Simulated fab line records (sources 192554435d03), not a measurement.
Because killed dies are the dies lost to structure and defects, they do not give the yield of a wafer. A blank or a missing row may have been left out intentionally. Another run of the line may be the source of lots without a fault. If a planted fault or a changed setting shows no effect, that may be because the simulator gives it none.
Matching of chambers	flow n5Finfet	N5_FIN_SAQP_ETCH_51 on rieDiel-02 has 4 sister chambers
The step etches SiARC in CF4, target depth 45.5 nm, time 75.8 s. 16 wafers are shown with their chamber, then 8 later ones without.

## WAFERS, EACH WITH ITS CHAMBER
wafer	chamber	showerheadPlenumPTorr (Torr)	drypumpMotorCurrentA (A)	oesProductAu (a.u.)
L076.2	1	2.05	5.58	0.61
L076.4	0	2.18	5.95	0.82
L076.5	0	2.18	5.93	0.81
L080.2	3	2.13	6.11	0.65
L080.3	1	2.05	5.55	0.59
L080.6	2	2.10	5.35	0.59
L081.2	0	2.17	5.98	0.80
L081.3	3	2.13	6.12	0.65
L081.5	2	2.10	5.34	0.59
L082.2	2	2.10	5.36	0.59
L082.3	3	2.13	6.06	0.64
L082.4	1	2.05	5.55	0.59
L083.2	2	2.09	5.36	0.59
L083.4	0	2.17	5.96	0.78
L083.6	1	2.05	5.56	0.59
L089.1	3	2.13	6.13	0.63

SIGNATURES (averages over the wafers above)
reading	chamber 0	chamber 1	chamber 2	chamber 3	scatter within a chamber
showerheadPlenumPTorr	2.1750	2.0500	2.0975	2.1300	0.00382
drypumpMotorCurrentA	5.9550	5.5600	5.3525	6.1050	0.0206
oesProductAu	0.8025	0.5950	0.5900	0.6425	0.011
Rule: distance of a wafer from a chamber = root of the sum over the readings of ((wafer's reading minus chamber's mean) / reading's scatter) squared. The wafer belongs to the nearest chamber; if the next one is less than 2 further off, it can't be placed. The scatter: take each reading less its chamber's mean, square it, sum over the shown wafers, divide by the number of wafers less the number of chambers, and take the root.

## WAFERS WITHOUT THEIR CHAMBER
wafer	showerheadPlenumPTorr (Torr)	drypumpMotorCurrentA (A)	oesProductAu (a.u.)
L089.2	2.04	5.59	0.59
L089.5	2.13	6.10	0.63
L090.3	2.04	5.54	0.59
L090.5	2.13	6.09	0.63
L090.6	2.04	5.53	0.59
L096.2	2.09	5.36	0.79
L096.3	2.16	5.94	0.75
L096.5	2.09	5.35	0.77

## EACH ONE'S CHAMBER
wafer	from the rows above	in truth
L089.2	1	1
L089.5	3	3
L090.3	1	1
L090.5	3	3
L090.6	1	1
L096.2	2	2
L096.3	0	0
L096.5	2	2
Correctly placed: 8 of 8. Can't be placed from these rows: 0. 0 placed wrongly.
